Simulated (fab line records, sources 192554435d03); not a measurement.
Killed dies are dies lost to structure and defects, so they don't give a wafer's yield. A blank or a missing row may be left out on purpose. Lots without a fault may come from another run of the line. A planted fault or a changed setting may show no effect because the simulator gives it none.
fab line records | flow n5_finfet
record lots=24 wafers=72 last_day=17
route steps=1938 shown BEOL_M7@1323 BEOL_M8@1335 BEOL_M9@1402
lots that met no fault: from a run of the same line without faults
start_h: hours from the record's first day to the start of the lot's first wafer shown | wait_h: hours since the lot's step before | " the same as in the row above | L1.1+2: a row that stands for several wafers | - no value, or no start given | * or withheld: withheld | < > ~ a bound
route shown NAME@n: a module of which the file shows steps, and the number in the route of the first | usual: mean/standard deviation of fault-free wafers | same: alike in all rows | chamber/n: place in a boat | sites: the reading at each site | _std_site: their standard deviation | _edge_site: outer sites' mean less inner sites' | radius_mm: how far each site lies from the wafer's centre | mask NAME#n: copy n | behind: the tool/chamber that last shaped the wafer | hold: why the lot was held/for how many hours/how that ended | device: the transistor (n, p or np) that didn't switch | end of line: the same wafers' tests at the end of the route | a step without rows: its recipe alone | killed: dies lost to structure and defects at the first sort, not the wafer's yield | map: a wafer's dies, x killed, . not, _ none there
set.NAME: the setting as run; set.NAME@STEP: as run at that earlier step | model.NAME: the simulator's own value behind a step, which no gauge read
steps of the route over a sample of lots; a table a step, a row a wafer
services: from which hour (start_h, from the record's first day; less than 0 if before it) a tool's chamber was out of use, for how many hours, and why
## steps
# step N5_BEOL_M7_SPUTTER_48
# recipe material=Cu target_thk_a=100 temp_c=-20 bias_v=60 power_w=26000 chamber_pressure_pa=0.13 time_s=1.667
# usual throttle_valve_pct=29.7/1.1
# same time_s=1.667
# columns lot.wafer tool chamber start_h wait_h throttle_valve_pct
L075.2 pvd_sputter-03 - 203.30 0.1 29.5
L075.5 " - " " 31.4
L075.6 " - " " 31.5
L077.3 pvd_sputter-02 - 204.51 0.7 30.3
L077.5 " - " " 29.0
L077.6 " - " " 30.4
L074.1 pvd_sputter-01 - 205.40 0.1 28.9
L074.2 " - " " 28.5
L074.3 " - " " 31.1
L076.3 pvd_sputter-02 - 206.61 0.2 29.4
L076.4 " - " " 29.1
L076.5 " - " " 29.4
L080.2 pvd_sputter-03 - 232.30 0.2 31.7
L080.4 " - " " 28.1
L080.6 " - " " 29.6
L079.1 pvd_sputter-02 - 232.56 0.1 29.3
L079.3 " - " " 29.1
L079.4 " - " " 30.4
L078.2 pvd_sputter-03 - 232.58 0.1 28.1
L078.3 " - " " 29.4
L078.4 " - " " 31.5
L081.2 pvd_sputter-02 - 240.13 0.1 29.6
L081.5 " - " " 29.5
L081.6 " - " " 29.2
L082.1 pvd_sputter-01 - 250.82 0.1 29.1
L082.4 " - " " 30.9
L082.5 " - " " 28.5
L083.1 pvd_sputter-03 - 256.32 0.1 31.8
L083.4 " - " " 31.4
L083.6 " - " " 29.1
L084.1 pvd_sputter-01 - 263.25 0.2 28.6
L084.3 " - " " 30.8
L084.4 " - " " 28.7
L086.1 pvd_sputter-01 - 264.43 0.1 28.6
L086.2 " - " " 29.1
L086.4 " - " " 31.4
L085.3 pvd_sputter-03 - 270.94 0.1 31.8
L085.5 " - " " 29.7
L085.6 " - " " 31.7
L087.1 pvd_sputter-01 - 282.86 0.2 28.9
L087.3 " - " " 28.3
L087.6 " - " " 28.7
L088.1 pvd_sputter-01 - 292.49 0.2 28.9
L088.2 " - " " 28.7
L088.4 " - " " 28.9
L090.3 pvd_sputter-01 - 294.37 0.1 29.1
L090.4 " - " " 28.8
L090.6 " - " " 28.7
L092.2 pvd_sputter-03 - 299.73 0.1 29.6
L092.3 " - " " 31.3
L092.4 " - " " 31.5
L089.1 pvd_sputter-02 - 307.62 0.2 29.2
L089.2 " - " " 30.2
L089.4 " - " " 30.6
L091.2 pvd_sputter-01 - 310.05 0.2 30.8
L091.3 " - " " 28.8
L091.5 " - " " 29.1
L093.4 pvd_sputter-02 - 316.42 0.1 29.7
L093.5 " - " " 30.2
L093.6 " - " " 30.4
L095.3 pvd_sputter-01 - 326.13 0.1 31.0
L095.4 " - " " 28.7
L095.5 " - " " 29.0
L094.1 pvd_sputter-01 - 326.74 0.1 31.0
L094.3 " - " " 28.6
L094.5 " - " " 29.1
L096.3 pvd_sputter-01 - 335.07 0.1 28.7
L096.5 " - " " 31.0
L096.6 " - " " 28.6
L097.1 pvd_sputter-03 - 346.25 0.2 31.5
L097.3 " - " " 31.8
L097.5 " - " " 28.2
# step N5_BEOL_M7_RS_MEAS_57
# recipe thk_meas_gauge=four-point-probe reads=Cu_of_BEOL_M7_ECD_50+Co_of_BEOL_M7_CVD_78+TaN_of_BEOL_M7_ALD_77
# usual M7_RS=0.287/0.009
# columns lot.wafer tool chamber start_h wait_h M7_RS[ohm/sq]
L075.2 film_metro-02 - 204.50 0.1 0.282
L075.5 " - " " 0.287
L075.6 " - " " 0.286
L077.3 film_metro-01 - 205.44 0.1 0.285
L077.5 " - " " 0.279
L077.6 " - " " 0.294
L074.1 film_metro-02 - 206.70 0.1 0.287
L074.2 " - " " 0.307
L074.3 " - " " 0.300
L076.3 film_metro-01 - 207.86 0.1 0.286
L076.4 " - " " 0.287
L076.5 " - " " 0.280
L080.2 film_metro-01 - 233.48 0.1 0.296
L080.4 " - " " 0.298
L080.6 " - " " 0.303
L079.1 film_metro-01 - 233.74 0.1 0.288
L079.3 " - " " 0.279
L079.4 " - " " 0.280
L078.2 film_metro-01 - 233.90 0.1 0.291
L078.3 " - " " 0.287
L078.4 " - " " 0.282
L081.2 film_metro-01 - 241.13 0.1 0.273
L081.5 " - " " 0.282
L081.6 " - " " 0.282
L082.1 film_metro-01 - 251.88 0.1 0.278
L082.4 " - " " 0.284
L082.5 " - " " 0.285
L083.1 film_metro-01 - 257.34 0.1 0.287
L083.4 " - " " 0.289
L083.6 " - " " 0.282
L084.1 film_metro-02 - 264.28 0.1 0.313
L084.3 " - " " 0.295
L084.4 " - " " 0.298
L086.1 film_metro-02 - 265.36 0.1 0.287
L086.2 " - " " 0.280
L086.4 " - " " 0.278
L085.3 film_metro-02 - 272.38 0.1 0.288
L085.5 " - " " 0.308
L085.6 " - " " 0.283
L087.1 film_metro-02 - 284.11 0.1 0.280
L087.3 " - " " 0.301
L087.6 " - " " 0.305
L088.1 film_metro-02 - 293.54 0.1 0.285
L088.2 " - " " 0.291
L088.4 " - " " 0.274
L090.3 film_metro-02 - 295.61 0.1 0.284
L090.4 " - " " 0.278
L090.6 " - " " 0.281
L092.2 film_metro-01 - 300.78 0.1 0.271
L092.3 " - " " 0.283
L092.4 " - " " 0.279
L089.1 film_metro-02 - 308.77 0.1 0.292
L089.2 " - " " 0.274
L089.4 " - " " 0.290
L091.2 film_metro-02 - 311.13 0.1 0.289
L091.3 " - " " 0.278
L091.5 " - " " 0.283
L093.4 film_metro-02 - 317.63 0.0 0.286
L093.5 " - " " 0.304
L093.6 " - " " 0.286
L095.3 film_metro-02 - 327.59 0.1 0.284
L095.4 " - " " 0.288
L095.5 " - " " 0.283
L094.1 film_metro-02 - 327.81 0.1 0.276
L094.3 " - " " 0.275
L094.5 " - " " 0.279
L096.3 film_metro-01 - 336.28 0.1 0.271
L096.5 " - " " 0.279
L096.6 " - " " 0.274
L097.1 film_metro-01 - 347.48 0.1 0.286
L097.3 " - " " 0.279
L097.5 " - " " 0.284
# step N5_BEOL_M7_INSPECT_58
# recipe inspect_instrument=darkfield mode=post_dep
# usual raw_defect_count=72/23
# columns lot.wafer tool chamber start_h wait_h raw_defect_count
L075.2 defect_inspect-01 - 204.53 0.0 67
L075.5 " - " " 88
L075.6 " - " " 77
L077.3 defect_inspect-01 - 205.47 0.0 68
L077.5 " - " " 72
L077.6 " - " " 58
L074.1 defect_inspect-02 - 206.73 0.0 78
L074.2 " - " " 85
L074.3 " - " " 99
L076.3 defect_inspect-02 - 207.88 0.0 69
L076.4 " - " " 78
L076.5 " - " " 51
L080.2 defect_inspect-02 - 233.50 0.0 59
L080.4 " - " " 69
L080.6 " - " " 49
L079.1 defect_inspect-01 - 233.77 0.0 44
L079.3 " - " " 44
L079.4 " - " " 44
L078.2 defect_inspect-02 - 233.92 0.0 90
L078.3 " - " " 78
L078.4 " - " " 77
L081.2 defect_inspect-02 - 241.16 0.0 85
L081.5 " - " " 61
L081.6 " - " " 68
L082.1 defect_inspect-01 - 251.90 0.0 75
L082.4 " - " " 89
L082.5 " - " " 85
L083.1 defect_inspect-01 - 257.36 0.0 31
L083.4 " - " " 46
L083.6 " - " " 69
L084.1 defect_inspect-01 - 264.31 0.0 55
L084.3 " - " " 78
L084.4 " - " " 105
L086.1 defect_inspect-02 - 265.39 0.0 60
L086.2 " - " " 86
L086.4 " - " " 73
L085.3 defect_inspect-01 - 272.41 0.0 45
L085.5 " - " " 59
L085.6 " - " " 85
L087.1 defect_inspect-01 - 284.13 0.0 66
L087.3 " - " " 31
L087.6 " - " " 56
L088.1 defect_inspect-01 - 293.56 0.0 44
L088.2 " - " " 46
L088.4 " - " " 57
L090.3 defect_inspect-01 - 295.63 0.0 65
L090.4 " - " " 84
L090.6 " - " " 58
L092.2 defect_inspect-02 - 300.80 0.0 159
L092.3 " - " " 77
L092.4 " - " " 80
L089.1 defect_inspect-02 - 308.80 0.0 55
L089.2 " - " " 61
L089.4 " - " " 83
L091.2 defect_inspect-02 - 311.15 0.0 63
L091.3 " - " " 73
L091.5 " - " " 92
L093.4 defect_inspect-02 - 317.65 0.0 131
L093.5 " - " " 65
L093.6 " - " " 134
L095.3 defect_inspect-02 - 327.61 0.0 45
L095.4 " - " " 70
L095.5 " - " " 92
L094.1 defect_inspect-02 - 327.84 0.0 99
L094.3 " - " " 53
L094.5 " - " " 89
L096.3 defect_inspect-01 - 336.31 0.0 78
L096.5 " - " " 90
L096.6 " - " " 44
L097.1 defect_inspect-02 - 347.50 0.0 87
L097.3 " - " " 89
L097.5 " - " " 66
# step N5_BEOL_M8_PECVD_70
# recipe material=SiO2 target_thk_a=200 temp_c=400 precursor=TEOS/O2 pressure_torr=5.5 rf_w=450 teos_flow_sccm=53.8 gas=O2 flow_sccm=3000 time_s=22.7
# usual heater_power_w=687/74 showerhead_plenum_p_Torr=8.77/0.064 throttle_valve_pct=22.3/1.1
# same time_s=22.7
# columns lot.wafer tool chamber start_h wait_h heater_power_w showerhead_plenum_p_Torr throttle_valve_pct
L075.2 pecvd-03 0 205.18 0.0 610 8.83 23.3
L075.5 " 1 " " 635 8.85 23.3
L075.6 " 0 " " 626 8.84 23.3
L077.3 pecvd-03 1 206.16 0.1 677 8.82 23.1
L077.5 " 0 " " 595 8.80 23.1
L077.6 " 1 " " 680 8.82 23.1
L074.1 pecvd-04 2 207.38 0.0 821 8.81 21.5
L074.2 " 1 " " 751 8.75 20.7
L074.3 " 0 " " 694 8.78 23.7
L076.3 pecvd-03 0 208.57 0.1 657 8.82 23.0
L076.4 " 1 " " 575 8.81 23.0
L076.5 " 1 " " 576 8.84 22.8
L080.2 pecvd-04 2 234.15 0.0 848 8.78 21.7
L080.4 " 1 " " 820 8.75 21.0
L080.6 " 0 " " 695 8.75 23.9
L079.1 pecvd-01 0 234.44 0.0 745 8.63 22.7
L079.3 " 2 " " 664 8.75 21.3
L079.4 " 2 " " 667 8.73 21.5
L078.2 pecvd-04 1 234.63 0.0 804 8.78 20.9
L078.3 " 0 " " 701 8.75 23.8
L078.4 " 1 " " 814 8.76 21.0
L081.2 pecvd-03 1 242.06 0.0 603 8.80 23.3
L081.5 " 2 " " 682 8.84 20.4
L081.6 " 1 " " 604 8.79 23.0
L082.1 pecvd-01 0 253.03 0.0 783 8.62 22.5
L082.4 " 2 " " 588 8.75 21.4
L082.5 " 1 " " 730 8.73 22.3
L083.1 pecvd-04 1 258.02 0.0 730 8.74 20.9
L083.4 " 0 " " 654 8.74 23.9
L083.6 " 1 " " 729 8.75 20.7
L084.1 pecvd-01 2 264.96 0.0 659 8.72 21.8
L084.3 " 1 " " 617 8.68 22.7
L084.4 " 1 " " 623 8.70 22.4
L086.1 pecvd-01 1 266.04 0.0 677 8.73 22.2
L086.2 " 2 " " 676 8.76 21.4
L086.4 " 2 " " 652 8.75 21.6
L085.3 pecvd-03 2 273.06 0.0 602 8.84 20.5
L085.5 " 2 " " 604 8.87 20.5
L085.6 " 0 " " 679 8.82 23.4
L087.1 pecvd-01 0 284.79 0.0 808 8.64 22.6
L087.3 " 2 " " 621 8.74 21.3
L087.6 " 1 " " 682 8.69 22.5
L088.1 pecvd-04 1 294.21 0.0 831 8.74 21.0
L088.2 " 0 " " 652 8.75 24.1
L088.4 " 2 " " 785 8.83 21.4
L090.3 pecvd-01 0 296.28 0.0 731 8.64 22.4
L090.4 " 2 " " 574 8.73 21.3
L090.6 " 1 " " 724 8.74 22.6
L092.2 pecvd-03 1 301.45 0.0 635 8.81 23.2
L092.3 " 2 " " 657 8.83 20.4
L092.4 " 1 " " 634 8.82 23.3
L089.1 pecvd-03 2 309.48 0.0 628 8.86 20.4
L089.2 " 1 " " 681 8.83 23.0
L089.4 " 0 " " 628 8.80 23.4
L091.2 pecvd-03 0 312.28 0.0 656 8.81 23.7
L091.3 " 1 " " 683 8.82 23.1
L091.5 " 0 " " 642 8.81 23.6
L093.4 pecvd-04 0 318.32 0.1 669 8.76 24.1
L093.5 " 2 " " 749 8.82 22.1
L093.6 " 1 " " 821 8.74 20.6
L095.3 pecvd-01 1 328.26 0.0 641 8.70 22.5
L095.4 " 2 " " 663 8.74 21.6
L095.5 " 1 " " 628 8.71 22.6
L094.1 pecvd-03 1 328.49 0.0 697 8.82 23.1
L094.3 " 0 " " 664 8.84 23.8
L094.5 " 1 " " 673 8.82 23.3
L096.3 pecvd-04 0 336.96 0.0 615 8.74 24.1
L096.5 " 2 " " 700 8.78 21.8
L096.6 " 1 " " 715 8.75 20.7
L097.1 pecvd-03 2 348.63 0.0 669 8.84 20.6
L097.3 " 0 " " 672 8.81 24.0
L097.5 " 2 " " 655 8.86 20.6
# step N5_BEOL_M9_CURE_71
# recipe temp_c=385 time_s=240 ambient=He/Ar material=SiCOH_lowk
# usual lamp_power_pct=52.31/0.047 wafer_temp_C_max=386.8/0.87
# same time_s=240
# columns lot.wafer tool chamber start_h wait_h lamp_power_pct wafer_temp_C_max
L074.1 uv_cure-02 1 220.88 0.1 52.34 385.8
L074.2 " 1 " " 52.35 386.4
L074.3 " 1 " " 52.40 385.5
L075.2 uv_cure-01 0 221.23 0.2 52.28 386.7
L075.5 " 0 " " 52.36 387.1
L075.6 " 0 " " 52.34 387.2
L077.3 uv_cure-02 0 221.58 0.2 52.21 386.7
L077.5 " 0 " " 52.27 386.5
L077.6 " 0 " " 52.26 386.1
L076.3 uv_cure-03 1 222.31 0.2 52.28 387.1
L076.4 " 1 " " 52.24 387.1
L076.5 " 1 " " 52.31 387.6
L080.2 uv_cure-02 1 242.68 0.1 52.31 385.7
L080.4 " 1 " " 52.32 386.1
L080.6 " 1 " " 52.30 385.7
L079.1 uv_cure-01 1 243.51 0.1 52.23 388.1
L079.3 " 1 " " 52.31 387.5
L079.4 " 1 " " 52.33 387.8
L078.2 uv_cure-02 1 244.03 0.1 52.32 386.1
L078.3 " 1 " " 52.28 385.9
L078.4 " 1 " " 52.28 386.3
L081.2 uv_cure-02 0 249.08 0.2 52.36 385.9
L081.5 " 0 " " 52.30 385.8
L081.6 " 0 " " 52.28 386.1
L082.1 uv_cure-01 2 260.31 0.0 52.31 386.6
L082.4 " 2 " " 52.37 387.2
L082.5 " 2 " " 52.29 387.1
L083.1 uv_cure-01 1 264.20 0.0 52.27 387.9
L083.4 " 1 " " 52.35 387.8
L083.6 " 1 " " 52.32 387.3
L084.1 uv_cure-02 2 272.30 0.0 52.32 387.0
L084.3 " 2 " " 52.30 387.4
L084.4 " 2 " " 52.23 386.9
L086.1 uv_cure-03 1 272.75 0.0 52.38 386.7
L086.2 " 1 " " 52.30 386.1
L086.4 " 1 " " 52.37 386.5
L085.3 uv_cure-03 0 282.03 0.2 52.33 387.4
L085.5 " 0 " " 52.33 387.7
L085.6 " 0 " " 52.17 388.5
L087.1 uv_cure-02 2 294.28 0.3 52.32 386.9
L087.3 " 2 " " 52.24 387.4
L087.6 " 2 " " 52.32 387.2
L088.1 uv_cure-02 0 301.23 0.0 52.35 385.9
L088.2 " 0 " " 52.28 386.0
L088.4 " 0 " " 52.30 386.1
L090.3 uv_cure-01 1 303.38 0.4 52.28 388.3
L090.4 " 1 " " 52.32 388.3
L090.6 " 1 " " 52.21 388.1
L092.2 uv_cure-03 0 310.22 0.1 52.29 387.7
L092.3 " 0 " " 52.36 388.1
L092.4 " 0 " " 52.27 387.0
L089.1 uv_cure-01 1 317.67 0.2 52.39 387.2
L089.2 " 1 " " 52.21 387.4
L089.4 " 1 " " 52.34 388.7
L091.2 uv_cure-02 1 318.65 0.1 52.29 385.9
L091.3 " 1 " " 52.22 386.1
L091.5 " 1 " " 52.27 386.1
L093.4 uv_cure-03 2 326.87 0.3 52.27 386.8
L093.5 " 2 " " 52.39 387.2
L093.6 " 2 " " 52.23 386.7
L094.1 uv_cure-02 0 336.89 0.4 52.33 385.4
L094.3 " 0 " " 52.24 386.2
L094.5 " 0 " " 52.29 386.0
L095.3 uv_cure-03 1 337.11 0.5 52.31 386.3
L095.4 " 1 " " 52.35 386.2
L095.5 " 1 " " 52.25 386.6
L096.3 uv_cure-02 0 344.54 0.4 52.26 385.6
L096.5 " 0 " " 52.33 385.6
L096.6 " 0 " " 52.26 385.8
L097.1 uv_cure-03 2 355.64 0.0 52.25 386.4
L097.3 " 2 " " 52.28 386.9
L097.5 " 2 " " 52.35 387.0
# step N5_BEOL_M9_THK_MEAS_01
# recipe reads=SiCOH_lowk_of_BEOL_M9_ILD_DEP_00
# usual M9_ILD_THK=269/3.4
# columns lot.wafer tool chamber start_h wait_h M9_ILD_THK[nm]
L074.1 film_metro-01 - 221.39 0.4 268
L074.2 " - " " 268
L074.3 " - " " 275
L075.2 film_metro-02 - 221.66 0.4 267
L075.5 " - " " 272
L075.6 " - " " 276
L077.3 film_metro-01 - 221.94 0.3 272
L077.5 " - " " 276
L077.6 " - " " 274
L076.3 film_metro-02 - 222.67 0.3 265
L076.4 " - " " 266
L076.5 " - " " 270
L080.2 film_metro-02 - 243.11 0.4 262
L080.4 " - " " 271
L080.6 " - " " 266
L079.1 film_metro-01 - 244.03 0.4 265
L079.3 " - " " 268
L079.4 " - " " 266
L078.2 film_metro-01 - 244.46 0.4 269
L078.3 " - " " 271
L078.4 " - " " 273
L081.2 film_metro-01 - 249.91 0.7 266
L081.5 " - " " 274
L081.6 " - " " 276
L082.1 film_metro-02 - 260.82 0.4 271
L082.4 " - " " 267
L082.5 " - " " 276
L083.1 film_metro-01 - 264.72 0.4 265
L083.4 " - " " 265
L083.6 " - " " 266
L084.1 film_metro-02 - 272.81 0.4 263
L084.3 " - " " 266
L084.4 " - " " 268
L086.1 film_metro-01 - 273.26 0.4 270
L086.2 " - " " 273
L086.4 " - " " 273
L085.3 film_metro-02 - 282.38 0.3 269
L085.5 " - " " 270
L085.6 " - " " 267
L087.1 film_metro-02 - 294.80 0.4 266
L087.3 " - " " 267
L087.6 " - " " 268
L088.1 film_metro-02 - 301.75 0.4 264
L088.2 " - " " 266
L088.4 " - " " 270
L090.3 film_metro-02 - 304.06 0.5 265
L090.4 " - " " 266
L090.6 " - " " 269
L092.2 film_metro-01 - 310.66 0.4 267
L092.3 " - " " 265
L092.4 " - " " 273
L089.1 film_metro-02 - 318.18 0.4 267
L089.2 " - " " 269
L089.4 " - " " 269
L091.2 film_metro-01 - 319.09 0.4 267
L091.3 " - " " 270
L091.5 " - " " 277
L093.4 film_metro-02 - 327.15 0.2 274
L093.5 " - " " 276
L093.6 " - " " 270
L094.1 film_metro-02 - 337.40 0.4 268
L094.3 " - " " 267
L094.5 " - " " 267
L095.3 film_metro-01 - 337.46 0.3 267
L095.4 " - " " 269
L095.5 " - " " 270
L096.3 film_metro-01 - 344.89 0.3 266
L096.5 " - " " 273
L096.6 " - " " 276
L097.1 film_metro-02 - 356.15 0.4 270
L097.3 " - " " 268
L097.5 " - " " 272
## services
# columns tool chamber start_h hours kind
pecvd-03 - 181.69 5.5 pm
uv_cure-03 - 191.18 9.2 pm
pecvd-01 1 194.67 2.1 scheduled_down
pvd_sputter-02 - 200.34 4.0 repair
pecvd-03 2 202.38 - clean
pecvd-03 2 202.38 - consumable_replace:showerhead
pecvd-03 2 202.38 29.0 scheduled_down
pecvd-03 2 202.38 29.0 vent_cycle
uv_cure-02 - 209.90 0.6 repair
pecvd-03 2 233.23 2.1 scheduled_down
uv_cure-01 - 275.03 7.5 pm
uv_cure-02 - 288.45 0.4 repair
uv_cure-01 - 293.87 3.6 repair
uv_cure-02 - 321.48 2.7 repair
pvd_sputter-02 - 322.06 8.6 repair
uv_cure-01 - 331.89 7.5 pm
uv_cure-01 - 339.44 4.5 pm
pecvd-03 1 349.09 5.5 scheduled_down
pvd_sputter-02 - 354.74 5.9 repair
## key
fault none
